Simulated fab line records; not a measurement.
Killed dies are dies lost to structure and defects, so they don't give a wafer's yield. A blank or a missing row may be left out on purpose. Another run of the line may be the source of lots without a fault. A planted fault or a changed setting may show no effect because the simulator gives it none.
Chamber matching	flow n5Finfet	pecvd-02 running N5_BEOL_M0_SAQP_PECVD_03: 3 sister chambers
The step deposits SiCN from 3MS/NH3, target thk 12 nm, time 21.1 s. 3 wafers are shown with their chamber, then 12 later ones without.

## WAFERS, EACH WITH ITS CHAMBER
wafer	chamber	showerheadPlenumPTorr (Torr)
L092.1	1	3.647
L092.2	2	3.670
L092.3	0	3.684

## WAFERS MISSING THEIR CHAMBER
wafer	showerheadPlenumPTorr (Torr)
L092.4	3.662
L092.5	3.677
L092.6	3.674
L093.3	3.675
L093.4	3.662
L093.6	3.681
L096.2	3.677
L096.4	3.678
L096.5	3.671
L097.1	3.658
L097.2	3.673
L097.5	3.686

## WHICH CHAMBER EACH ONE RAN IN
wafer	from the rows above	in truth
L092.4	can't be placed: 2 or 1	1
L092.5	can't be placed: 0 or 2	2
L092.6	can't be placed: 2 or 0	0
L093.3	can't be placed: 2 or 0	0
L093.4	can't be placed: 2 or 1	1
L093.6	can't be placed: 0 or 2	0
L096.2	can't be placed: 0 or 2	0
L096.4	can't be placed: 0 or 2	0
L096.5	can't be placed: 2 or 0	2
L097.1	can't be placed: 1 or 2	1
L097.2	can't be placed: 2 or 0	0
L097.5	0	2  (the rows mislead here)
Correctly placed: 0 of 12. Not placeable from these rows: 11 (in 11, the candidates include the true chamber). 1 placed wrongly.
How it was worked out, from the rows above alone: a wafer's distance from a chamber is the root of the sum, over the readings, of the square of ((its reading less the chamber's mean) divided by the reading's scatter). The wafer belongs to the nearest chamber; if the next one is less than 2 further off, it can't be placed. Each chamber's mean is taken over the wafers shown for it. The scatter (one wafer shown for each chamber): square how far every hidden wafer sits from the nearest shown wafer, average those squares and take the square root.
